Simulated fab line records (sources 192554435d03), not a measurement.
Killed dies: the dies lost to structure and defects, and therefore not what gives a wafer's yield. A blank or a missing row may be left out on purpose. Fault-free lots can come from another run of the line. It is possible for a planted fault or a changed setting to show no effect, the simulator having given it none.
Split-lot experiment -- flow n5-finfet -- on a route of 1938 steps: 7 lots, 21 wafers read

== ON THE SPLIT ==
At N5_BEOL_M11_ILD_DEP_00 (deposits SiCOH lowk from DEMS/porogen, target thk 308.51 nm, time 58 s), the setting time-s was moved away from the recipe's 58 s on 6 of the 21 wafers read, by -9.7% to +11.0%. All remaining wafers had this setting at the recipe value.

== FROM THE SPLIT ON TO THE READING: in between, the file shows 1 step ==
- N5_BEOL_M11_CURE_71: cures SiCOH lowk, time 240 s

== THE READING ==
M11_ILD_THK at N5_BEOL_M11_THK_MEAS_01, in nm. On this fab line, fault-free wafers typically give 268 nm with a standard deviation of 3.5 nm.

wafer,"tool, chamber at the split","time-s as run, s",against the recipe,"M11_ILD_THK, nm",against lot-mates on the recipe
L074.1,"pecvd-02, 1",52.42,-9.6%,240,-30
L074.2,"pecvd-02, 0",52.42,-9.6%,243,-27
L074.6,"pecvd-02, 1",58,recipe,270,-
L076.1,"pecvd-03, 1",58,recipe,262,-
L076.3,"pecvd-03, 2",58,recipe,270,-
L076.6,"pecvd-03, 1",58,recipe,269,-
L079.2,"pecvd-02, 0",58,recipe,261,-
L079.4,"pecvd-02, 1",58,recipe,265,-
L079.6,"pecvd-02, 0",52.38,-9.7%,239,-24
L081.3,"pecvd-03, 1",58,recipe,264,-
L081.4,"pecvd-03, 2",58,recipe,271,-
L081.6,"pecvd-03, 1",58,recipe,268,-
L095.1,"pecvd-03, 0",64.37,+11.0%,295,no lot-mate on the recipe
L095.4,"pecvd-03, 1,0",64.37,+11.0%,301,no lot-mate on the recipe
L095.5,"pecvd-03, 1,0",64.37,+11.0%,301,no lot-mate on the recipe
L097.1,"pecvd-03, 2",58,recipe,261,-
L097.2,"pecvd-03, 1",58,recipe,259,-
L097.5,"pecvd-03, 1",58,recipe,268,-
L094.1,"pecvd-03, 2",58,recipe,267,-
L094.3,"pecvd-03, 0",58,recipe,266,-
L094.6,"pecvd-03, 1",58,recipe,271,-
Rows listing several chambers each stand for several wafers; the file does not say which wafer went through which chamber.

FIT RESULTS
A straight line over all 21 wafers: M11_ILD_THK changes by +2.84 nm for each +1% of time-s; r = +0.98; the points scatter about the line by 3.7 nm.
The same after taking each lot's own level away (the mean of its wafers on the recipe; 18 wafers): +2.8 nm for each +1%; r = +0.96; scatter 3 nm.
That fit puts the effect of the largest move of time-s on the reading at 31 nm.
From 262.7 to 270.0 nm: that is the span of the lots' own levels, equal to 2.1 times the standard deviation above.
Hence the lot-to-lot level has little effect on the slope; both slopes agree.
Check: -28.7 nm against its lot-mates is what the line predicts for one of the wafers moved furthest among these (-9.7%) when that wafer is left out of the fit. Against them it came out at -24 nm.

== OTHER SPLITS APPLIED TO THESE WAFERS ==
Before the reading, these wafers also passed through other splits. Each is held against what the fit with the lots' levels taken away leaves over:
other split on the same wafers,wafers away from the commonest value,r with M11_ILD_THK (lot level and that fit taken away)
N5_BEOL_M9_TRENCH_ETCH_37 bias-w,7,+0.15
N5_BEOL_M10_COAT_64 spin-rpm,7,-0.15
N5_BEOL_M10_EXPOSE_25 dose-mj,6,-0.03

== THE WHOLE CHAIN: every reading that the file lists as answering this split, in the file's order ==
step,what it does,reading,change (the file's fit),r (the file's)
N5_BEOL_M11_ILD_DEP_00,"deposits SiCOH lowk from DEMS/porogen, target thk 308.51 nm, time 58 s","SiCOH_lowk_of_BEOL_M11_ILD_DEP_00.thk-nm (the simulator's own value, which no gauge read)",+3.1 nm for each +1% of the setting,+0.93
N5_BEOL_M11_CURE_71,"cures SiCOH lowk, time 240 s","SiCOH_lowk_of_BEOL_M11_ILD_DEP_00.thk-nm (the simulator's own value, which no gauge read)",+2.74 nm for each +1% of the setting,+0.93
N5_BEOL_M11_THK_MEAS_01,,M11_ILD_THK,+2.74 for each +1% of the setting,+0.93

== THE FILE'S OWN FIT ==
M11_ILD_THK changes by +2.74 nm for each +1% of time-s, r = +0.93.
